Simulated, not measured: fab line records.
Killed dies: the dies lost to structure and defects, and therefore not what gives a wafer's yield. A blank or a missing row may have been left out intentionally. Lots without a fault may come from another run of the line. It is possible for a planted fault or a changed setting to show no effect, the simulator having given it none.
Lot-split experiment + flow n5Finfet + route with 1938 steps; 7 lots, 21 wafers read

== SPLIT DETAILS ==
At N5_BEOL_M11_VIA_ETCH_34 (etches SiCOH lowk in C4F6/O2, target depth 184.5 nm, time 69.2 s), the setting timeS was moved away from the recipe's 69.2 s on 4 of the 21 wafers read, by -21.0% to +17.8%. This setting was run at the recipe's value on the other wafers.

The split's own step is where the reading is taken.

== THE READING ==
SOC_of_BEOL_M11_COAT_63.thkNm (the simulator's own value, which no gauge read), in nm, at N5_BEOL_M11_VIA_ETCH_34 (etches SiCOH lowk in C4F6/O2, target depth 184.5 nm, time 69.2 s). The file gives no usual value for it. Average 92.3 nm, standard deviation 0.27 nm, over the 17 wafers here run with the recipe.

| wafer  | tool, chamber at the split | timeS as run, s | against the recipe | SOC_of_BEOL_M11_COAT_63.thkNm, nm | against lot-mates on the recipe |
|--------|----------------------------|-----------------|--------------------|-----------------------------------|---------------------------------|
| L074.1 | rieDiel-01, 1              | 81.5            | +17.8%             | 90.2                              | -1.9                            |
| L074.4 | rieDiel-01, 3              | 69.2            | recipe             | 92                                | -                               |
| L074.5 | rieDiel-01, 0              | 69.2            | recipe             | 92.2                              | -                               |
| L077.1 | rieDiel-05, 3              | 69.2            | recipe             | 92.4                              | -                               |
| L077.3 | rieDiel-05, 1              | 69.2            | recipe             | 92.6                              | -                               |
| L077.5 | rieDiel-05, 1              | 69.2            | recipe             | 92.8                              | -                               |
| L079.2 | rieDiel-05, 2              | 69.2            | recipe             | 92.2                              | -                               |
| L079.4 | rieDiel-05, 0              | 69.2            | recipe             | 92.6                              | -                               |
| L079.6 | rieDiel-05, 0              | 69.2            | recipe             | 92.6                              | -                               |
| L080.2 | rieDiel-01, 1              | 69.2            | recipe             | 92.4                              | -                               |
| L080.4 | rieDiel-01, 3              | 69.2            | recipe             | 92.2                              | -                               |
| L080.5 | rieDiel-01, 3              | 69.2            | recipe             | 91.8                              | -                               |
| L083.1 | rieDiel-01, 3              | 69.2            | recipe             | 92                                | -                               |
| L083.4 | rieDiel-01, 2              | 69.2            | recipe             | 91.8                              | -                               |
| L083.6 | rieDiel-01, 0              | 59.52           | -14.0%             | 93                                | +1.1                            |
| L094.1 | rieDiel-03, 0              | 69.2            | recipe             | 92.2                              | -                               |
| L094.3 | rieDiel-03, 3              | 69.2            | recipe             | 92.2                              | -                               |
| L094.6 | rieDiel-03, 2              | 58.38           | -15.6%             | 93.6                              | +1.4                            |
| L095.2 | rieDiel-05, 0              | 54.69           | -21.0%             | 93.8                              | +1.4                            |
| L095.3 | rieDiel-05, 1              | 69.2            | recipe             | 92.4                              | -                               |
| L095.5 | rieDiel-05, 1              | 69.2            | recipe             | 92.4                              | -                               |

THE FIT
A straight line over all 21 wafers: SOC_of_BEOL_M11_COAT_63.thkNm changes by -0.0849 nm for each +1% of timeS; r = -0.91; the points scatter about the line by 0.31 nm.
The same after taking each lot's own level away (the mean of its wafers on the recipe; 21 wafers): -0.085 nm for each +1%; r = -0.96; scatter 0.19 nm.
On that fit, the largest move of timeS shifts the reading by 1.8 nm.
The span of the lots' own levels, 91.90 to 92.60 nm, comes to 2.5 times the standard deviation stated above.
So the lot-to-lot level changes the slope little: the two slopes agree.
Check: for one of the wafers moved furthest among these (-21.0%), held out of the fit, the line's prediction against its lot-mates is +1.95 nm. Against them it came out at +1.4 nm.

== OTHER SPLITS ON THESE WAFERS ==
Before the reading, these wafers also passed through other splits. Each is held against what the fit with the lots' levels taken away leaves over:
| other split on the same wafers  | wafers away from the commonest value | r with SOC_of_BEOL_M11_COAT_63.thkNm (lot level and that fit taken away) |
|---------------------------------|--------------------------------------|--------------------------------------------------------------------------|
| N5_BEOL_M9_HM_DEP_02 targetThkA | 14                                   | -0.02                                                                    |
| N5_BEOL_M10_COAT_59 spinRpm     | 6                                    | +0.00                                                                    |
| N5_BEOL_M11_ETCH_66 timeS       | 5                                    | +0.28                                                                    |

== THE WHOLE CHAIN: every reading that the file lists as answering this split, in the file's order ==
| step                    | what it does                                                     | reading                                                                        | change (the file's fit)               | r (the file's) |
|-------------------------|------------------------------------------------------------------|--------------------------------------------------------------------------------|---------------------------------------|----------------|
| N5_BEOL_M11_VIA_ETCH_34 | etches SiCOH lowk in C4F6/O2, target depth 184.5 nm, time 69.2 s | etch.depthNm (the simulator's own value, which no gauge read)                  | +1.79 nm for each +1% of the setting  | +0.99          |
| N5_BEOL_M11_VIA_ETCH_34 | etches SiCOH lowk in C4F6/O2, target depth 184.5 nm, time 69.2 s | SOC_of_BEOL_M11_COAT_63.thkNm (the simulator's own value, which no gauge read) | -0.084 nm for each +1% of the setting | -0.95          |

== FILE'S OWN FIT ==
SOC_of_BEOL_M11_COAT_63.thkNm changes by -0.084 nm for each +1% of timeS, r = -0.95.
